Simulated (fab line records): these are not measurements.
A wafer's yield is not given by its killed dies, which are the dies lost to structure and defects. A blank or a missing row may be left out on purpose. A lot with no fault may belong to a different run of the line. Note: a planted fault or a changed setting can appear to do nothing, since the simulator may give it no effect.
fab line records ; flow nand_harc
record: lots: 5; wafers: 15; last_day: 24
route steps=1159 shown A_CONTACT@928 END@1159
lots that met no fault: from a run of the same line without faults
start_h: hours from the record's first day to the start of the lot's first wafer shown ; wait_h: hours elapsed since this lot's preceding step ; " unchanged from the row above ; L1.1+2: a single row standing in for several wafers ; - no value, or no start was given ; * or withheld: withheld ; < > ~ a bound
route shown NAME@n: a module of which the file shows steps, and the number in the route of the first ; usual: mean/standard deviation of fault-free wafers ; same: alike in all rows ; chamber/n: place in a boat ; sites: the reading at each site ; _std_site: standard deviation of those values ; _edge_site: the outer-site mean with the inner-site mean subtracted ; radius_mm: for every site, how far away it sits from the centre of the wafer ; mask NAME#n: copy n ; behind: the tool/chamber that last shaped the wafer ; hold: cause of the lot's hold/its duration in hours/its outcome ; device: transistor that didn't switch, given as n, p or np ; end of line: the same wafers' tests at the end of the route ; step lacking rows: just its recipe ; killed: count of dies lost to structure and defects at first sort (not the wafer's yield) ; map: the dies of a wafer, with x for killed, . for not killed, _ for no die there
set.NAME: the run value of the setting; set.NAME@STEP: its run value at that earlier step ; model.NAME: the simulator's own value behind a step, which no gauge read
certain route steps with their lots: each step a table, each wafer a row
services: the hour from which a tool's chamber was out of use, counted from the record's first day as start_h (under 0 if before that day), plus the number of hours and why
== steps ==
step: NHARC_A_CONTACT_COAT_87
recipe: temp_c: 225; time_s: 65
step: NHARC_A_CONTACT_COAT_02
recipe: spin_rpm: 1500; resist_thk_nm: 90
step: NHARC_A_CONTACT_SOFTBAKE_03
recipe: temp_c: 105; time_s: 55
step: NHARC_A_CONTACT_EBR_04
step: NHARC_A_CONTACT_EXPOSE_05
recipe: na: 1.35; sigma_outer: 0.8; dose_mj: 84.24; mask_id: A_CC
step: NHARC_A_CONTACT_PEB_06
recipe: peb_temp_c: 100; peb_time_s: 65
step: NHARC_A_CONTACT_DEVELOP_07
recipe: develop_time_s: 35; dev_temp_c: 23
step: NHARC_A_CONTACT_CD_MEAS_08
recipe: target_cd_nm: 100; landing_energy_ev: 500
usual: cd_nm: 100.0/0.76
lot.wafer;tool;chamber;start_h;wait_h;cd_nm
L478.2;cd_sem-03;0;378.59;-;100.5
L478.5;cd_sem-03;0;378.59;-;100.3
L478.6;cd_sem-03;0;378.59;-;100.1
L477.2;cd_sem-02;0;380.81;-;99.9
L477.3;cd_sem-02;0;380.81;-;99.4
L477.4;cd_sem-02;0;380.81;-;99.7
L479.1;cd_sem-03;0;383.77;-;100.3
L479.3;cd_sem-03;0;383.77;-;99.9
L479.6;cd_sem-03;0;383.77;-;100.5
L480.2;cd_sem-01;0;389.82;-;100.3
L480.3;cd_sem-01;0;389.82;-;98.5
L480.4;cd_sem-01;0;389.82;-;99.4
L497.1;cd_sem-02;0;508.27;-;100.8
L497.2;cd_sem-02;0;508.27;-;100.9
L497.3;cd_sem-02;0;508.27;-;99.6
step: NHARC_A_CONTACT_OVL_MEAS_09
usual: overlay_x_nm: 0.1/0.86; overlay_y_nm: -0.2/0.83
lot.wafer;tool;chamber;start_h;wait_h;overlay_x_nm;overlay_y_nm
L478.2;overlay-02;-;378.69;-;-0.3;-0.7
L478.5;overlay-02;-;378.69;-;0.0;0.2
L478.6;overlay-02;-;378.69;-;0.3;-0.2
L477.2;overlay-02;-;380.91;-;1.6;1.4
L477.3;overlay-02;-;380.91;-;1.3;1.1
L477.4;overlay-02;-;380.91;-;1.3;1.2
L479.1;overlay-01;-;383.85;-;-0.9;-0.6
L479.3;overlay-01;-;383.85;-;-1.2;-0.6
L479.6;overlay-01;-;383.85;-;-0.6;-0.2
L480.2;overlay-01;-;389.91;-;1.1;1.0
L480.3;overlay-01;-;389.91;-;1.8;0.5
L480.4;overlay-01;-;389.91;-;1.7;0.3
L497.1;overlay-02;-;508.36;-;-0.5;-1.1
L497.2;overlay-02;-;508.36;-;-1.2;-1.3
L497.3;overlay-02;-;508.36;-;-0.6;-1.9
step: NHARC_A_CONTACT_INSPECT_10
usual: raw_defect_count: 32/13
lot.wafer;tool;chamber;start_h;wait_h;raw_defect_count
L478.2;defect_inspect-02;-;378.72;0.0;45
L478.5;defect_inspect-02;-;378.72;0.0;35
L478.6;defect_inspect-02;-;378.72;0.0;33
L477.2;defect_inspect-01;-;380.95;0.0;22
L477.3;defect_inspect-01;-;380.95;0.0;19
L477.4;defect_inspect-01;-;380.95;0.0;19
L479.1;defect_inspect-01;-;383.89;0.0;38
L479.3;defect_inspect-01;-;383.89;0.0;28
L479.6;defect_inspect-01;-;383.89;0.0;27
L480.2;defect_inspect-02;-;389.95;0.0;21
L480.3;defect_inspect-02;-;389.95;0.0;28
L480.4;defect_inspect-02;-;389.95;0.0;27
L497.1;defect_inspect-02;-;508.40;0.0;22
L497.2;defect_inspect-02;-;508.40;0.0;27
L497.3;defect_inspect-02;-;508.40;0.0;18
step: NHARC_A_CONTACT_DESCUM_13
recipe: time_s: 3; o2_flow_sccm: 200; ar_flow_sccm: 0; bias_power_w: 0; chemistry: O2
usual: drypump_motor_current_A: 5.5/0.39; oes_product_au: 0.996/0.015; rf_vpp_V: 57.7/0.87; showerhead_plenum_p_Torr: 1.89/0.076; throttle_valve_pct: 11.311/0.0091
lot.wafer;tool;chamber;start_h;wait_h;drypump_motor_current_A;oes_product_au;rf_hours_counter_h;rf_vpp_V;showerhead_plenum_p_Torr;throttle_valve_pct
L478.2;rie_diel-03;0;378.78;0.1;5.1;0.995;29;57.3;1.87;11.307
L478.6;rie_diel-03;0;378.78;0.1;5.1;0.996;-;58.5;1.87;11.302
L478.5;rie_diel-03;1;378.78;0.1;5.4;0.991;-;56.7;1.96;11.302
L477.3;rie_diel-03;0;381.01;0.1;5.1;0.997;30;57.6;1.87;11.311
L477.2;rie_diel-03;1;381.01;0.1;5.4;0.992;27;57.4;1.96;11.314
L477.4;rie_diel-03;2;381.01;0.1;6.2;0.999;29;59.8;1.78;11.309
L479.3;rie_diel-01;3;383.96;0.1;5.0;1.002;24;57.3;1.79;11.315
L479.1;rie_diel-01;1;383.96;0.1;5.3;1.002;23;59.1;2.05;11.309
L479.6;rie_diel-01;3;383.96;0.1;5.0;0.995;-;57.9;1.79;11.299
L480.3;rie_diel-03;0;390.01;0.1;5.1;1.001;32;57.7;1.87;11.309
L480.2;rie_diel-03;1;390.01;0.1;5.4;0.991;29;58.2;1.96;11.318
L480.4;rie_diel-03;2;390.01;0.1;6.2;1.002;30;56.3;1.78;11.314
L497.3;rie_diel-03;2;508.46;0.1;6.2;1.012;23;57.0;1.77;11.315
L497.2;rie_diel-03;3;508.46;0.1;5.8;0.989;22;56.1;1.80;11.317
L497.1;rie_diel-03;0;508.46;0.1;5.1;1.005;23;60.2;1.86;11.316
step: NHARC_A_CONTACT_ETCH_88
recipe: target_depth_a: 390; over_etch_frac: 0.3; time_s: 65; ion_energy_ev: 80; cf4_flow_sccm: 150; ar_flow_sccm: 0; rf_w: 300; bias_w: 100; chemistry: CF4
usual: drypump_motor_current_A: 5.6/0.39; oes_product_au: 0.996/0.015; rf_vpp_V: 150.9/1.2; showerhead_plenum_p_Torr: 1.74/0.064; throttle_valve_pct: 13.284/0.0091
same: over_etch_frac: 0.3
lot.wafer;tool;chamber;start_h;wait_h;drypump_motor_current_A;oes_product_au;rf_hours_counter_h;rf_vpp_V;showerhead_plenum_p_Torr;throttle_valve_pct
L478.2;rie_diel-03;1;378.88;0.1;5.4;0.983;26;151.2;1.81;13.289
L478.6;rie_diel-03;3;378.88;0.1;5.7;0.970;-;149.6;1.68;13.271
L478.5;rie_diel-03;0;378.88;0.1;5.1;1.005;-;152.3;1.73;13.283
L477.4;rie_diel-03;2;381.09;0.1;6.2;1.001;29;150.9;1.65;13.286
L477.2;rie_diel-03;0;381.09;0.1;5.1;1.001;30;151.0;1.73;13.273
L477.3;rie_diel-03;1;381.09;0.1;5.4;0.984;27;153.3;1.81;13.279
L479.3;rie_diel-01;3;384.05;0.1;5.0;0.988;24;149.9;1.67;13.276
L479.1;rie_diel-01;0;384.05;0.1;5.8;0.998;23;152.3;1.81;13.298
L479.6;rie_diel-01;3;384.05;0.1;5.0;0.999;-;150.4;1.67;13.306
L480.2;rie_diel-03;2;390.09;0.1;6.2;0.999;30;149.2;1.65;13.284
L480.4;rie_diel-03;0;390.09;0.1;5.1;1.008;32;148.9;1.73;13.289
L480.3;rie_diel-03;1;390.09;0.1;5.4;0.993;29;151.1;1.81;13.280
L497.1;rie_diel-03;1;508.54;0.1;5.4;0.988;23;152.5;1.80;13.268
L497.2;rie_diel-03;3;508.54;0.1;5.8;0.980;22;149.5;1.67;13.271
L497.3;rie_diel-03;0;508.54;0.1;5.1;0.998;23;149.2;1.72;13.293
step: NHARC_A_CONTACT_ETCH_89
recipe: target_depth_a: 2600; over_etch_frac: 0.3; time_s: 475.3; ion_energy_ev: 200; n2_flow_sccm: 150; h2_flow_sccm: 150; ar_flow_sccm: 0; rf_w: 400; bias_w: 150; chemistry: N2/H2
usual: drypump_motor_current_A: 5.6/0.4; oes_product_au: 0.995/0.015; rf_vpp_V: 429.6/2.5; showerhead_plenum_p_Torr: 2.01/0.083; throttle_valve_pct: 14.171/0.0097
same: over_etch_frac: 0.3
lot.wafer;tool;chamber;start_h;wait_h;drypump_motor_current_A;oes_product_au;rf_hours_counter_h;rf_vpp_V;showerhead_plenum_p_Torr;throttle_valve_pct
L478.2;rie_diel-03;2;379.09;-;6.2;0.995;28;425.1;1.89;14.192
L478.5;rie_diel-03;3;379.09;-;5.8;0.958;-;427.8;1.93;14.176
L478.6;rie_diel-03;0;379.09;-;5.1;0.996;-;429.9;1.99;14.182
L477.2;rie_diel-03;2;381.22;-;6.2;0.996;29;426.9;1.89;14.179
L477.3;rie_diel-03;3;381.22;-;5.8;0.968;32;426.9;1.93;14.171
L477.4;rie_diel-03;0;381.22;-;5.1;1.012;30;427.6;1.99;14.168
L479.1;rie_diel-01;2;384.67;-;6.2;1.010;21;432.2;2.07;14.180
L479.3;rie_diel-01;3;384.67;-;5.0;0.998;25;426.6;1.91;14.155
L479.6;rie_diel-01;1;384.67;-;5.3;1.007;-;436.0;2.19;14.167
L480.4;rie_diel-03;0;390.18;-;5.1;0.994;32;428.7;1.99;14.166
L480.3;rie_diel-03;1;390.18;-;5.4;0.981;29;432.0;2.09;14.165
L480.2;rie_diel-03;2;390.18;-;6.2;0.984;30;425.1;1.89;14.180
L497.3;rie_diel-03;3;508.64;-;5.8;0.990;22;428.3;1.92;14.170
L497.1;rie_diel-03;0;508.64;-;5.1;0.847;23;428.0;1.98;14.155
L497.2;rie_diel-03;1;508.64;-;5.4;0.997;23;430.1;2.08;14.169
step: NHARC_A_CONTACT_ETCH_30
recipe: target_depth_a: 605; time_s: 30.2; cf4_flow_sccm: 100; chf3_flow_sccm: 30; ar_flow_sccm: 0; rf_w: 500; bias_w: 200; chemistry: CF4/CHF3
usual: drypump_motor_current_A: 5.5/0.39; oes_product_au: 0.935/0.022; rf_vpp_V: 369.7/2.1; showerhead_plenum_p_Torr: 1.55/0.057; throttle_valve_pct: 16.802/0.0093
lot.wafer;tool;chamber;start_h;wait_h;drypump_motor_current_A;oes_product_au;rf_hours_counter_h;rf_vpp_V;showerhead_plenum_p_Torr;throttle_valve_pct
L478.2;rie_diel-03;0;-;-;5.1;0.966;30;368.2;1.54;16.817
L478.6;rie_diel-03;3;-;-;5.8;0.962;-;368.2;1.49;16.811
L478.5;rie_diel-03;0;-;-;5.1;0.973;-;370.2;1.54;16.805
L477.4;rie_diel-03;0;-;-;5.1;0.928;30;368.8;1.54;16.796
L477.2;rie_diel-03;1;-;-;5.4;0.906;28;371.5;1.61;16.807
L477.3;rie_diel-03;2;-;-;6.2;0.927;29;368.4;1.47;16.798
L479.1;rie_diel-01;0;-;-;5.8;0.944;24;373.6;1.61;16.802
L479.3;rie_diel-01;1;-;-;5.3;0.959;24;372.9;1.68;16.825
L479.6;rie_diel-01;3;-;-;5.0;0.953;-;366.1;1.48;16.791
L480.4;rie_diel-03;2;-;-;6.2;0.929;30;366.7;1.47;16.793
L480.3;rie_diel-03;3;-;-;5.7;0.913;34;368.8;1.49;16.819
L480.2;rie_diel-03;0;-;-;5.1;0.932;32;371.2;1.54;16.801
L497.3;rie_diel-03;2;-;-;6.2;0.939;23;366.8;1.46;16.788
L497.1;rie_diel-03;3;-;-;5.8;0.925;22;367.1;1.49;16.796
L497.2;rie_diel-03;0;-;-;5.1;0.932;23;368.5;1.53;16.792
step: NHARC_END_SORT_01
recipe: temp_c: 25
usual: killed_at_array: 31/11; killed_at_other: 0.5/0.78; killed_at_periphery: 3.0/2; killed_dies: 34/12; killed_open: 3.2/2; killed_short: 1.9/1.6
same: gross_dies: 677
lot.wafer;tool;chamber;start_h;wait_h;killed_at_array;killed_at_other;killed_at_periphery;killed_dies;killed_open;killed_short
L478.2;prober-01;0;446.47;2.8;48;1;2;51;8;0
L478.5;prober-01;0;448.87;3.7;34;0;4;38;2;3
L478.6;prober-01;0;449.67;4.0;39;0;7;46;5;2
L497.1;prober-02;0;571.96;2.5;212;0;3;215;3;1
killed by level:class
L478.2 A_CHANNEL_HOLE_D1:chamber_film_flake=14 A_SLIT:chamber_film_flake=14 A_CONTACT:chamber_film_flake=5 A_STAIRCASE:chamber_film_flake=4 A_CHANNEL_FILL_D1:geometric_particle:open=2 A_CONTACT:geometric_particle:open=2 P_ZERO_WELL:chamber_film_flake=2 A_SGD_CUT:chamber_film_flake=2
L478.5 A_SLIT:chamber_film_flake=11 A_CHANNEL_HOLE_D1:chamber_film_flake=10 A_SGD_CUT:chamber_film_flake=4 P_ZERO_WELL:chamber_film_flake=2 A_STAIRCASE:chamber_film_flake=2 A_CONTACT:chamber_film_flake=2 P_M0:geometric_particle:open=1 A_CHANNEL_FILL_D1:geometric_particle:short=1
L478.6 A_CHANNEL_HOLE_D1:chamber_film_flake=16 A_SLIT:chamber_film_flake=14 P_ZERO_WELL:chamber_film_flake=4 A_CONTACT:geometric_particle:open=2 A_WL_FILL:chamber_film_flake=2 P_M0:geometric_particle:open=1 A_CHANNEL_FILL_D1:geometric_particle:short=1 A_SGD_CUT:geometric_particle:short=1
L497.1 A_CONTACT:area_etch=183 A_CHANNEL_HOLE_D1:chamber_film_flake=8 A_CONTACT:chamber_film_flake=6 A_BLC:chamber_film_flake=4 P_BONDPAD:chamber_film_flake=2 A_STAIRCASE:chamber_film_flake=2 A_SGD_CUT:chamber_film_flake=2 A_M0:chamber_film_flake=2
map L497.1 (x killed, . not)
____________.____________
_________......._________
_______.....x....._______
______..x...x....x.______
_____......xx.x....._____
____...xx........x...____
____........x..xxx.x.____
___.......xx......x.x.___
___..x..x....x........___
__.x..x..x..xxx........__
__x...x.x.x..x.x.......__
_xx......x.x.x.x........_
_..xx..x.xx...xxx..x.x.._
_x.x..x.xx.xxx.x........_
_....x..x..x.x....x....._
_.x..xxx..xxx....xx..x.._
.x.xx..x..xx..x...x......
.....x..x.xxxx.xx....x...
...........x.x...xx.x....
xx..xxx..xxx.x..xx.x.....
....x....xxx.xx.x..x.....
_..xxx.x.x..x.xxx......._
_....xx....xxxx.x.....xx_
_..xx.x...xxxxxxx..x.x.x_
_..x..x.xx.x.x.x.xx.x..._
_...x.....x...x...x.x..._
__..x..xxx..x..xxx..x.x__
__.x..xxxx.x..x..x...x.__
___.xxx.x.xx...xx....x___
___..x...x.x...x..x...___
____x.........xxxx.x.____
____xx.....x..x.xx...____
_____..xx.....x....._____
______.x.....x...x.______
_______.x..x......_______
_________......._________
____________.____________
map L478.2 (x killed, . not)
____________.____________
_________......x_________
_______..........._______
______.............______
_____..x........xxx._____
____.................____
____x.x.....x...x....____
___..............x....___
___.........x.......x.___
__..............xx.....__
__.....................__
_.......xx.x.x.........._
_..........x............_
_........x.x.x.........._
_.......x......xxx......_
_....x.....x.....xx....._
.....................xx..
.....x...x......x..xxx...
................xx.x.....
..................x......
.....x...................
_......................._
_...x..................._
_......................._
_.........x..........xx._
_x......x.............x._
__........x............__
__.....................__
___...................___
___...................___
____.................____
____.................____
_____..............._____
______.............______
_______..........._______
_________......._________
____________.____________
== services ==
tool;chamber;start_h;hours;kind
rie_diel-03;-;360.97;0.3;repair
rie_diel-03;0;371.36;-;clean
rie_diel-03;1;371.36;-;clean
rie_diel-03;2;371.36;-;clean
rie_diel-03;3;371.36;-;clean
rie_diel-01;0;390.21;8.2;repair
rie_diel-03;-;392.33;9.0;pm
rie_diel-03;0;392.33;9.0;vent_cycle
rie_diel-03;1;392.33;9.0;vent_cycle
rie_diel-03;2;392.33;9.0;vent_cycle
rie_diel-03;3;392.33;9.0;vent_cycle
rie_diel-03;0;401.33;-;clean
rie_diel-03;1;401.33;-;clean
rie_diel-03;2;401.33;-;clean
rie_diel-03;3;401.33;-;clean
rie_diel-03;0;425.99;-;clean
rie_diel-03;1;425.99;-;clean
rie_diel-03;2;425.99;-;clean
rie_diel-03;3;425.99;-;clean
rie_diel-03;0;450.49;-;clean
rie_diel-03;1;450.49;-;clean
rie_diel-03;2;450.49;-;clean
rie_diel-03;3;487.55;4.3;repair
rie_diel-01;-;491.88;9.0;pm
== key ==
first_sign: step: NHARC_A_CONTACT_ETCH_89; reading: oes_product_au; direction: down; sigmas: 9.8; usual: 0.995; struck: 0.847
effect: step: NHARC_END_SORT_01; reading: killed_at_array; direction: up; sigmas: 16; usual: 31; struck: 212
more_kills_born_at: NHARC_A_CONTACT_ETCH_89@rie_diel-03: 183
met_at NHARC_A_CONTACT_ETCH_89
struck_wafers L497.1
tester_left_out L497
onset_between 390.18 508.64
fault: kind: process_parameter_drift; tool: rie_diel-03; chamber: 0; onset_h: 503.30; steps: NHARC_A_CONTACT_ETCH_89; channel: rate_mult; offset: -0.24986; shape: step; end_h: 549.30
tester_left_out: of these lots the tester's yield and bins aren't shown, on N5 and GAA mostly nor the transistor test; their killed dies are dies lost to structure and defects alone, not to doping, threshold or leakage, so they don't give the yield
